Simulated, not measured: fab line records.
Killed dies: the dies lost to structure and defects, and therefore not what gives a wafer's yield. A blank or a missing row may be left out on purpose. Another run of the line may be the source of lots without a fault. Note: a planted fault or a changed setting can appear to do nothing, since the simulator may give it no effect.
fab line records    flow n5_finfet
[record] lots = 15  wafers = 42  last_day = 17
route steps=1938 shown BEOL_M11@1565
lots that met no fault: taken from a fault-free run of the same line
start_h: start of the lot's first displayed wafer, in hours after the record's first day    wait_h: hours since the lot's step before    " the same as in the row above    L1.1+2: a single row standing in for several wafers    - no value, or no start given    * or withheld: withheld    < > ~ a bound
route shown NAME@n: a module of which the file shows steps, and the number in the route of the first    usual: the fault-free wafers' mean and standard deviation    same: alike in all rows    chamber/n: place in a boat    sites: each site's reading    _std_site: standard deviation across them    _edge_site: mean of outer sites minus mean of inner sites    radius_mm: for every site, how far away it sits from the centre of the wafer    mask NAME#n: copy n    behind: tool/chamber where the wafer was last shaped    hold: why the lot went on hold/how many hours it stayed there/how the hold came to an end    device: the n, p or np transistor that did not switch    end of line: at the end of the route, the tests of the same wafers    for a step that has no rows: nothing shown but its recipe    killed: count of dies lost to structure and defects at first sort (not the wafer's yield)    map: dies across one wafer; x = killed, . = not, _ = none there
set.NAME: the setting that was run; set.NAME@STEP: the one run at that earlier step    model.NAME: the simulator's own value behind a step, which no gauge read
the route's steps for a sample of lots (tables are steps, rows are wafers)
services: the hour from which a tool's chamber was out of use, counted from the record's first day as start_h (under 0 if before that day), plus the number of hours and why
[[steps]]
[step N5_BEOL_M11_EXPOSE_25]
[recipe] mask_id = V10  na = 1.35  source_shape = annular  sigma_inner = 0.5  sigma_outer = 0.8  polarization = unpolarized  dose_mj = 85.5
[usual] exposure_dose_mJ_cm2 = 85.46/0.11  focus_offset_nm = 0.0/0.56
lot.wafer  tool             chamber  start_h  wait_h  mask   exposure_dose_mJ_cm2  focus_offset_nm
L956.2     arfi_scanner-02  0        242.72   -       V10#0  85.50                 -0.2
L956.5     "                0        "        "       V10#0  85.53                 -0.3
L958.1     arfi_scanner-02  0        244.94   -       V10#0  85.65                 0.3
L958.4     "                0        "        "       V10#0  85.52                 0.0
L958.6     "                0        "        "       V10#0  85.55                 0.7
L960.1     arfi_scanner-01  0        257.34   -       V10#0  85.57                 1.1
L960.2     "                0        "        "       V10#0  85.49                 0.0
L960.3     "                0        "        "       V10#0  85.49                 0.5
L961.2     arfi_scanner-03  0        267.27   -       V10#0  85.39                 0.3
L961.4     "                0        "        "       V10#0  85.41                 -0.5
L961.6     "                0        "        "       V10#0  85.41                 0.3
L962.2     arfi_scanner-01  0        267.44   -       V10#0  85.27                 -0.1
L962.4     "                0        "        "       V10#0  85.47                 0.4
L962.5     "                0        "        "       V10#0  85.31                 0.3
L965.1     arfi_scanner-01  0        284.79   -       V10#0  85.38                 -0.5
L965.5     "                0        "        "       V10#0  85.32                 0.0
L966.1     arfi_scanner-02  0        291.76   -       V10#0  85.47                 0.8
L966.2     "                0        "        "       V10#0  85.28                 0.0
L966.5     "                0        "        "       V10#0  85.42                 0.4
L968.3     arfi_scanner-03  0        316.28   -       V10#0  85.48                 -0.2
L968.4     "                0        "        "       V10#0  85.41                 -0.9
L968.6     "                0        "        "       V10#0  85.35                 -1.5
L970.1     arfi_scanner-02  -        326.07   -       V10#0  -                     -
L970.4     "                -        "        "       V10#0  -                     -
L970.5     "                -        "        "       V10#0  -                     -
L972.2     arfi_scanner-01  -        326.24   -       V10#0  -                     -
L972.3     "                -        "        "       V10#0  -                     -
L972.6     "                -        "        "       V10#0  -                     -
L973.1     arfi_scanner-01  -        328.21   -       V10#0  -                     -
L973.3     "                -        "        "       V10#0  -                     -
L973.6     "                -        "        "       V10#0  -                     -
L974.2     arfi_scanner-02  0        335.29   -       V10#0  85.57                 0.1
L974.4     "                0        "        "       V10#0  85.56                 0.4
L974.5     "                0        "        "       V10#0  85.47                 0.2
L975.2     arfi_scanner-03  0        358.29   -       V10#0  85.35                 1.2
L975.3     "                0        "        "       V10#0  85.53                 0.7
L977.1     arfi_scanner-02  0        358.45   -       V10#0  85.64                 0.2
L977.3     "                0        "        "       V10#0  85.55                 0.1
L977.6     "                0        "        "       V10#0  85.54                 0.3
L979.1     arfi_scanner-01  0        370.76   -       V10#0  85.49                 -0.6
L979.2     "                0        "        "       V10#0  85.44                 0.1
L979.3     "                0        "        "       V10#0  85.33                 -0.8
[step N5_BEOL_M11_OVL_MEAS_29]
[recipe] points_per_wafer = 44
[usual] V10_OVL = -0.2/0.71
lot.wafer  tool        chamber  start_h  wait_h  V10_OVL[nm]
L956.2     overlay-02  0        242.87   0.0     -0.1
L956.5     "           0        "        "       0.5
L958.1     overlay-02  0        245.10   0.0     0.3
L958.4     "           0        "        "       -0.3
L958.6     "           0        "        "       0.0
L960.1     overlay-02  0        257.50   0.0     -0.9
L960.2     "           0        "        "       -1.3
L960.3     "           0        "        "       -0.1
L961.2     overlay-02  0        267.43   0.0     0.5
L961.4     "           0        "        "       0.7
L961.6     "           0        "        "       1.1
L962.2     overlay-02  0        267.60   0.0     0.0
L962.4     "           0        "        "       0.2
L962.5     "           0        "        "       -0.4
L965.1     overlay-02  0        284.95   0.0     -0.3
L965.5     "           0        "        "       -0.8
L966.1     overlay-02  0        291.92   0.0     0.1
L966.2     "           0        "        "       0.6
L966.5     "           0        "        "       0.4
L968.3     overlay-01  0        316.43   0.0     -0.2
L968.4     "           0        "        "       -1.1
L968.6     "           0        "        "       -1.6
L970.1     overlay-01  0        326.23   0.0     -
L970.4     "           0        "        "       -
L970.5     "           0        "        "       -
L972.2     overlay-01  0        326.40   0.0     -
L972.3     "           0        "        "       -
L972.6     "           0        "        "       -
L973.1     overlay-01  0        328.37   0.0     -
L973.3     "           0        "        "       -
L973.6     "           0        "        "       -
L974.2     overlay-01  0        335.45   0.0     -0.2
L974.4     "           0        "        "       -0.1
L974.5     "           0        "        "       0.6
L975.2     overlay-01  0        358.44   0.0     0.4
L975.3     "           0        "        "       -1.6
L977.1     overlay-02  0        358.61   0.0     0.3
L977.3     "           0        "        "       0.7
L977.6     "           0        "        "       0.1
L979.1     overlay-01  0        370.92   0.0     -0.7
L979.2     "           0        "        "       0.3
L979.3     "           0        "        "       0.6
[step N5_BEOL_M11_DESCUM_33]
[recipe] chemistry = O2  time_s = 7.9  source_power_w = 50  bias_power_w = 20  pressure_mtorr = 20  rf_frequency_hz = 2.712e+07  temp_c = 40  resist = CAR-ArF  o2_flow_sccm = 225
[usual] drypump_motor_current_A = 5.9/0.37  oes_product_au = 0.79/0.087  rf_vpp_V = 242.9/1.7  showerhead_plenum_p_Torr = 2.08/0.09  throttle_valve_pct = 20.4/0.31
lot.wafer  tool         chamber  start_h  wait_h  drypump_motor_current_A  oes_product_au  rf_hours_counter_h  rf_vpp_V  showerhead_plenum_p_Torr  throttle_valve_pct
L956.2     rie_diel-06  0        243.08   0.2     6.3                      0.85            64                  243.2     2.13                      20.5
L956.5     "            0        "        "       6.3                      0.86            -                   243.1     2.13                      20.5
L958.1     rie_diel-05  3        245.16   0.0     6.0                      0.77            168                 243.7     2.15                      20.6
L958.4     "            0        "        "       5.5                      0.84            77                  242.1     2.04                      20.1
L958.6     "            0        "        "       5.5                      0.85            -                   241.7     2.04                      20.1
L960.1     rie_diel-05  2        257.97   0.4     6.0                      0.74            155                 240.2     1.92                      20.1
L960.2     "            0        "        "       5.6                      0.85            81                  240.0     2.04                      20.1
L960.3     "            3        "        "       5.9                      0.76            171                 245.3     2.15                      20.6
L961.2     rie_diel-05  1        268.22   0.8     5.5                      0.70            232                 241.2     2.02                      21.3
L961.4     "            1        "        "       5.5                      0.71            -                   241.1     2.02                      21.3
L961.6     "            3        "        "       5.9                      0.75            -                   244.2     2.15                      20.6
L962.2     rie_diel-06  1        268.92   1.3     5.8                      0.71            243                 241.2     1.98                      20.8
L962.4     "            3        "        "       6.5                      0.88            -                   241.1     2.06                      20.0
L962.5     "            0        "        "       6.3                      0.84            -                   243.6     2.13                      20.5
L965.1     rie_diel-02  0        285.01   0.0     5.2                      0.73            181                 243.4     2.08                      20.6
L965.5     "            0        "        "       5.3                      0.74            -                   243.1     2.08                      20.5
L966.1     rie_diel-02  0        291.98   0.0     5.2                      0.73            184                 243.4     2.08                      20.6
L966.2     "            3        "        "       6.2                      0.80            108                 241.5     2.00                      20.1
L966.5     "            0        "        "       5.2                      0.74            -                   241.9     2.08                      20.6
L968.3     rie_diel-06  3        316.96   0.5     6.4                      0.85            57                  243.3     2.05                      20.1
L968.4     "            1        "        "       5.8                      1.01            -                   244.0     2.24                      20.3
L968.6     "            0        "        "       6.3                      0.83            -                   243.6     2.12                      20.6
L970.1     rie_diel-05  0        326.62   0.4     5.5                      0.83            96                  242.5     2.03                      20.1
L970.4     "            0        "        "       5.5                      0.82            -                   241.8     2.03                      20.1
L970.5     "            2        "        "       6.0                      0.71            -                   241.0     1.91                      20.1
L972.2     rie_diel-02  2        326.65   0.2     5.7                      0.82            85                  245.1     2.18                      20.4
L972.3     "            3        "        "       6.2                      0.79            123                 243.5     1.99                      20.2
L972.6     "            3        "        "       6.2                      0.79            -                   242.1     1.99                      20.2
L973.1     rie_diel-06  3        328.43   0.0     6.4                      0.84            61                  242.6     2.05                      20.1
L973.3     "            2        "        "       5.6                      0.73            193                 244.8     2.16                      20.2
L973.6     "            1        "        "       5.8                      0.99            -                   246.0     2.23                      20.3
L974.2     rie_diel-06  0        335.50   0.0     6.3                      0.83            98                  244.0     2.12                      20.6
L974.4     "            1        "        "       5.8                      0.98            10                  246.2     2.23                      20.3
L974.5     "            3        "        "       6.4                      0.83            -                   241.7     2.05                      20.1
L975.2     rie_diel-06  2        358.50   0.0     5.6                      0.73            201                 244.2     2.15                      20.2
L975.3     "            1        "        "       5.8                      0.97            17                  245.5     2.23                      20.3
L977.1     rie_diel-02  0        358.67   0.0     5.3                      0.71            208                 243.3     2.08                      20.6
L977.3     "            3        "        "       6.2                      0.78            133                 242.0     1.99                      20.2
L977.6     "            3        "        "       6.2                      0.78            -                   242.0     1.99                      20.2
L979.1     rie_diel-02  0        370.98   0.0     5.2                      0.72            212                 242.0     2.07                      20.6
L979.2     "            1        "        "       6.0                      0.97            5                   245.5     2.25                      20.4
L979.3     "            3        "        "       6.2                      0.78            137                 242.1     1.99                      20.2
[step N5_BEOL_M11_VIA_ETCH_34]
[recipe] chemistry = C4F6/O2  target = SiCOH_lowk  target_depth_a = 1845  mask_material = SOC  taper_deg = 4  time_s = 69.2  ion_energy_ev = 250  pressure_mtorr = 30  source_w = 345  bias_w = 185  Ar_flow_sccm = 300  C4F6_flow_sccm = 10  O2_flow_sccm = 10
[usual] drypump_motor_current_A = 5.9/0.37  oes_product_au = 0.79/0.089  rf_vpp_V = 658/17  showerhead_plenum_p_Torr = 2.82/0.12  throttle_valve_pct = 20.85/0.29
lot.wafer  tool         chamber  start_h  wait_h  drypump_motor_current_A  oes_product_au  rf_hours_counter_h  rf_vpp_V  showerhead_plenum_p_Torr  throttle_valve_pct
L956.2     rie_diel-06  0        243.28   0.0     6.3                      0.85            65                  650       2.86                      20.79
L956.5     "            0        "        "       6.3                      0.84            -                   648       2.86                      20.79
L958.1     rie_diel-05  3        245.37   0.0     5.9                      0.75            168                 703       2.98                      21.37
L958.4     "            0        "        "       5.5                      0.87            77                  662       2.78                      20.57
L958.6     "            0        "        "       5.5                      0.87            -                   661       2.78                      20.58
L960.1     rie_diel-05  2        258.18   0.0     6.0                      0.74            155                 649       2.62                      20.58
L960.2     "            0        "        "       5.5                      0.87            81                  662       2.78                      20.59
L960.3     "            3        "        "       5.9                      0.75            171                 702       2.97                      21.37
L961.2     rie_diel-05  1        268.42   0.0     5.5                      0.70            232                 648       2.71                      21.51
L961.4     "            1        "        "       5.5                      0.71            -                   647       2.71                      21.50
L961.6     "            3        "        "       5.9                      0.74            -                   702       2.97                      21.37
L962.2     rie_diel-06  1        269.13   0.0     5.7                      0.69            244                 661       2.70                      21.26
L962.4     "            3        "        "       6.5                      0.90            -                   647       2.78                      20.39
L962.5     "            0        "        "       6.3                      0.82            -                   649       2.85                      20.81
L965.1     rie_diel-02  0        285.22   0.0     5.3                      0.73            181                 631       2.80                      20.79
L965.5     "            0        "        "       5.2                      0.73            -                   631       2.80                      20.79
L966.1     rie_diel-02  1        292.19   0.0     6.0                      0.69            232                 645       2.67                      20.81
L966.2     "            3        "        "       6.2                      0.82            108                 667       2.77                      20.86
L966.5     "            3        "        "       6.2                      0.82            -                   669       2.77                      20.85
L968.3     rie_diel-06  3        317.17   0.0     6.5                      0.86            57                  648       2.78                      20.40
L968.4     "            1        "        "       5.8                      0.99            -                   673       3.03                      20.80
L968.6     "            0        "        "       6.3                      0.81            -                   648       2.84                      20.84
L970.1     rie_diel-05  0        326.83   0.0     5.5                      0.85            96                  661       2.77                      20.62
L970.4     "            0        "        "       5.5                      0.85            -                   661       2.77                      20.61
L970.5     "            2        "        "       6.0                      0.71            -                   649       2.61                      20.63
L972.2     rie_diel-02  2        326.86   0.0     5.7                      0.82            85                  671       2.99                      20.99
L972.3     "            3        "        "       6.2                      0.79            123                 668       2.77                      20.87
L972.6     "            3        "        "       6.2                      0.80            -                   668       2.77                      20.88
L973.1     rie_diel-06  3        328.64   0.0     6.5                      0.86            61                  647       2.77                      20.42
L973.3     "            2        "        "       5.6                      0.72            193                 660       2.96                      20.84
L973.6     "            1        "        "       5.8                      0.98            -                   672       3.03                      20.82
L974.2     rie_diel-06  0        335.71   0.0     6.3                      0.81            99                  647       2.84                      20.82
L974.4     "            1        "        "       5.7                      0.98            10                  674       3.03                      20.82
L974.5     "            3        "        "       6.5                      0.87            -                   648       2.77                      20.42
L975.2     rie_diel-06  2        358.71   0.0     5.6                      0.71            201                 662       2.96                      20.85
L975.3     "            1        "        "       5.8                      0.94            17                  673       3.03                      20.81
L977.1     rie_diel-02  0        358.88   0.0     5.3                      0.71            208                 630       2.79                      20.81
L977.3     "            3        "        "       6.2                      0.79            133                 669       2.76                      20.87
L977.6     "            3        "        "       6.2                      0.79            -                   669       2.76                      20.88
L979.1     rie_diel-02  0        371.19   0.0     5.3                      0.72            212                 630       2.79                      20.82
L979.2     "            1        "        "       6.0                      0.99            5                   655       3.00                      20.55
L979.3     "            3        "        "       6.2                      0.79            137                 668       2.76                      20.90
[[services]]
tool             chamber  start_h  hours  kind
rie_diel-02      2        230.43   75.0   repair
arfi_scanner-02  -        232.11   1.0    pm
arfi_scanner-02  -        233.11   1.3    pm
arfi_scanner-02  -        234.41   0.8    pm
arfi_scanner-02  -        245.78   1.1    repair
arfi_scanner-02  -        247.96   4.1    repair
rie_diel-02      -        257.21   15.6   pm
arfi_scanner-02  -        259.16   1.3    pm
rie_diel-05      0        261.54   19.9   repair
rie_diel-06      2        264.89   6.7    repair
arfi_scanner-02  -        266.84   1.2    repair
arfi_scanner-02  -        269.78   0.8    pm
rie_diel-02      0        278.05   4.4    repair
rie_diel-05      -        298.29   4.3    pm
arfi_scanner-02  -        299.78   4.9    pm
rie_diel-06      2        307.35   1.8    repair
rie_diel-06      2        309.34   9.4    repair
arfi_scanner-02  -        310.50   5.9    repair
arfi_scanner-01  -        312.78   3.9    pm
arfi_scanner-01  -        317.01   1.3    pm
rie_diel-02      3        348.17   1.7    repair
rie_diel-06      3        351.73   3.7    repair
rie_diel-05      0        365.05   20.0   repair
rie_diel-06      0        370.50   2.6    repair
[[key]]
[first_sign] step = N5_BEOL_M11_EXPOSE_25  reading = tool_record  direction = missing
effect none on later readings
met_at N5_BEOL_M11_EXPOSE_25
struck_lots L970,L972,L973
later_rows_left_out L970.1,L970.4,L970.5,L972.2,L972.3,L972.6,L973.1,L973.3,L973.6
sort_left_out L970.1,L970.4,L970.5,L972.2,L972.3,L972.6,L973.1,L973.3,L973.6
not_acting_at N5_BEOL_M11_OVL_MEAS_29,N5_BEOL_M11_DESCUM_33,N5_BEOL_M11_VIA_ETCH_34
onset_between 291.76 326.07
[fault] kind = skipped_step_whole  tool = arfi_scanner-01,arfi_scanner-02  chamber = -  onset_h = 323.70  steps = N5_BEOL_M11_EXPOSE_25  scope = struck_lots_only
// sort_left_out: the simulated sort isn't trusted on such a fault, so these wafers' sort isn't shown, and their yield isn't known
// later_rows_left_out: the simulator's readings of these wafers behind a module that went badly wrong aren't trusted and aren't shown, but for the sort
